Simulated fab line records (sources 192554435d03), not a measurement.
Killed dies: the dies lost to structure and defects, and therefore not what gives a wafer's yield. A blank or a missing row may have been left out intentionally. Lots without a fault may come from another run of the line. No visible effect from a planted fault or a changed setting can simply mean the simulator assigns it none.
Struck lot and sound lot, side by side || flow n5_finfet || 40 steps out of a route of 1938
Sound: the wafers L951.1, L951.4, L951.6. Struck: wafer L959.1. (L959.4, L959.6 of the same lot were not struck and are left out.) The cause comes at the end.
Per side, at each step with rows, come the tool, then ch with its chambers, and then its first start. Under that, the readings that differ: sound wafers || struck wafers || difference of the means || sigmas: that difference in standard deviations of wafers without a fault.
alike: readings whose means differ by less than 2 such deviations, and words and numbers that are the same on both sides. not compared: withheld readings, readings that some wafer has no value for, bounds like >300 that may hide the same value, and numbers for which the record gives no deviation and whose values overlap.
A row with sigmas, a row that says differs or no value, or rows on one side alone: a step with any of these is where the two part. Non-overlapping numbers with no deviation appear without sigmas and do not part them. A reading missing from all wafers of one side parts the sides only when that side holds two or more wafers.

first, 2 steps without rows for these wafers: N5_MOL_CONTACT_COAG_ETCHBACK_136 (etches SiO2 in CHF3, target depth 25 nm, time 16.7 s); N5_MOL_CONTACT_COAG_STRIP_120 (strips in CHF3).
N5_MOL_CONTACT_COAG_VIA_ETCH_117: etches SiO2 in C4F6/O2, target depth 40 nm, overetch 8 nm, time 26 s.
  sound on rie_diel-06 ch 1,2, day 5 07:17; struck on rie_diel-02 ch 0, day 7 02:33
{"reading": "throttle_valve_pct (%)", "sound": "41.7 41.7 41.7", "struck": 40.5, "difference": -1.2, "sigmas": -3}
  alike: drypump_motor_current_A, oes_product_au, rf_vpp_V, showerhead_plenum_p_Torr
  not compared: rf_hours_counter_h
then, 6 steps without rows for these wafers: N5_MOL_CONTACT_COAG_ETCH_124 (etches SiNx in CH3F/O2, stops on SiOC, target depth 6.5 nm); N5_MOL_CONTACT_COAG_ETCH_48 (etches SiOC in C4F6/O2, target depth 15 nm, overetch 4.5 nm, time 17 s); N5_MOL_CONTACT_COAG_STRIP_72 (strips in N2/H2); N5_MOL_CONTACT_COAG_STRIP_49 (strips in N2/H2, time 30 s); N5_MOL_CONTACT_COAG_PRECLEAN_138 (cleans in alkaline clean, time 60 s); N5_MOL_CONTACT_COAG_SRD_139 (time 30 s).
N5_MOL_CONTACT_COAG_CD_MEAS_101: the cd target is 16 nm.
  sound on cd_sem-02, day 5 07:37; struck on cd_sem-03, day 7 02:55
  alike: cd_nm
then, 1 step without rows for these wafers: N5_MOL_CONTACT_COAG_PRE_CLEAN_121.
N5_MOL_CONTACT_COAG_CVD_140: deposits W, target thk 66.5 nm, time 215 s.
  sound on cvd_w-01 ch 0,1, day 5 07:46; struck on cvd_w-01 ch 1, day 7 03:02
  alike: heater_power_w
N5_MOL_CONTACT_COAG_PRECLEAN_127: cleans in DIW, time 57.5 s.
  sound on wet_bench-01 ch 1,5,6, day 5 08:02; struck on wet_bench-01 ch 2,4,5, day 7 03:19
then, 2 steps without rows for these wafers: N5_MOL_CONTACT_COAG_SRD_128 (dry time 32 s); N5_MOL_CONTACT_COAG_CMP_52 (polishes, stops on SiO2, t overpolish 1.5 s, target thk 66.5 nm).
N5_MOL_CONTACT_COAG_THK_MEAS_53:
  sound on film_metro-02, day 5 08:22; struck on film_metro-01, day 7 03:39
  alike: VIA_MOL_THK
N5_MOL_CONTACT_COAG_ANNEAL_112: time 1800 s.
  sound on hp_anneal-01 ch 0, day 5 09:53; struck on hp_anneal-01 ch 0, day 7 05:53
  alike: spike_tc_upper_C, wafer_temp_C_max
then, 4 steps without rows for these wafers: N5_BEOL_M0_SAQP_PECVD_00 (deposits SiCN from 3MS/NH3, target thk 8 nm, time 14 s); N5_BEOL_M0_SAQP_ILD_DEP_01 (deposits SiOC from DEMS/O2, target thk 45.419 nm, time 8.7 s); N5_BEOL_M0_SAQP_HM_DEP_02 (deposits TiN, target thk 12 nm); N5_BEOL_M0_SAQP_PECVD_03 (deposits SiCN from 3MS/NH3, target thk 12 nm, time 21.1 s).
N5_BEOL_M0_SAQP_PECVD_96: deposits a-Si from SiH4/He, target thk 45 nm, time 45.2 s.
  sound on pecvd-02 ch 0,2, day 5 13:46; struck on pecvd-03 ch 0, day 7 10:47
{"reading": "heater_power_w (W)", "sound": "659 602 675", "struck": 495, "difference": -150, "sigmas": -2}
  alike: showerhead_plenum_p_Torr, throttle_valve_pct
then, 2 steps without rows for these wafers: N5_BEOL_M0_SAQP_PECVD_97 (deposits SiNx from SiH4/NH3/N2, target thk 23 nm, time 19.9 s); N5_BEOL_M0_SAQP_PECVD_04 (deposits a-Si from SiH4/He, target thk 60 nm, time 60.2 s).
N5_BEOL_M0_SAQP_THK_MEAS_05:
  sound on film_metro-01, day 5 14:01; struck on film_metro-02, day 7 10:58
  alike: thk_nm
N5_BEOL_M0_SAQP_HM_DEP_111: deposits SiO2 from SiH4/N2O, target thk 12 nm, time 7.2 s.
  sound on pecvd-02 ch 0,2, day 5 14:03; struck on pecvd-02 ch 1, day 7 11:00
{"reading": "showerhead_plenum_p_Torr (Torr)", "sound": "8.34 8.35 8.35", "struck": 8.05, "difference": -0.30, "sigmas": -3}
  alike: heater_power_w
then, 8 steps without rows for these wafers: N5_BEOL_M0_SAQP_COAT_81 (time 60 s, resist thk 100 nm); N5_BEOL_M0_SAQP_COAT_82 (time 60 s, resist thk 30 nm); N5_BEOL_M0_SAQP_COAT_08 (resist thk 90 nm); N5_BEOL_M0_SAQP_EBR_10; N5_BEOL_M0_SAQP_SOFTBAKE_09 (time 60 s); N5_BEOL_M0_SAQP_EXPOSE_11 (exposes mask M0 CORE, target cd 42 nm); N5_BEOL_M0_SAQP_PEB_12 (peb time 60 s); N5_BEOL_M0_SAQP_DEVELOP_13 (develop time 30 s).
N5_BEOL_M0_SAQP_CD_MEAS_14: the cd target is 42.5 nm.
  sound on cd_sem-01 ch 0, day 5 14:31; struck on cd_sem-03 ch 0, day 7 11:19
  alike: cd_nm
N5_BEOL_M0_SAQP_OVL_MEAS_15:
  sound on overlay-02 ch 0, day 5 14:33; struck on overlay-01 ch 0, day 7 11:21
  alike: M0_CORE_OVL
then, 3 steps without rows for these wafers: N5_BEOL_M0_SAQP_DESCUM_19 (chemistry O2, time 7.9 s); N5_BEOL_M0_SAQP_ETCH_83 (etches SiARC in CF4, target depth 39 nm, time 65 s); N5_BEOL_M0_SAQP_ETCH_84 (etches SOC in N2/H2, target depth 100 nm, overetch 20 nm, time 150 s).
-- the record jumps here: 7 days lie between the struck wafers' starts before and after (it left off in module BEOL_M0_SAQP and takes up again in module PASSIVATION, whose first step shown is number 1936 of the route) --
N5_PASSIVATION_PROBE_49:
  the record has rows for the struck wafers here (prober-02, day 14 17:05) and none for the sound ones

## WHERE THEY PART
Last at N5_PASSIVATION_PROBE_49 as far as this record goes, first at N5_MOL_CONTACT_COAG_VIA_ETCH_117.

WHY: whatever the simulator had introduced
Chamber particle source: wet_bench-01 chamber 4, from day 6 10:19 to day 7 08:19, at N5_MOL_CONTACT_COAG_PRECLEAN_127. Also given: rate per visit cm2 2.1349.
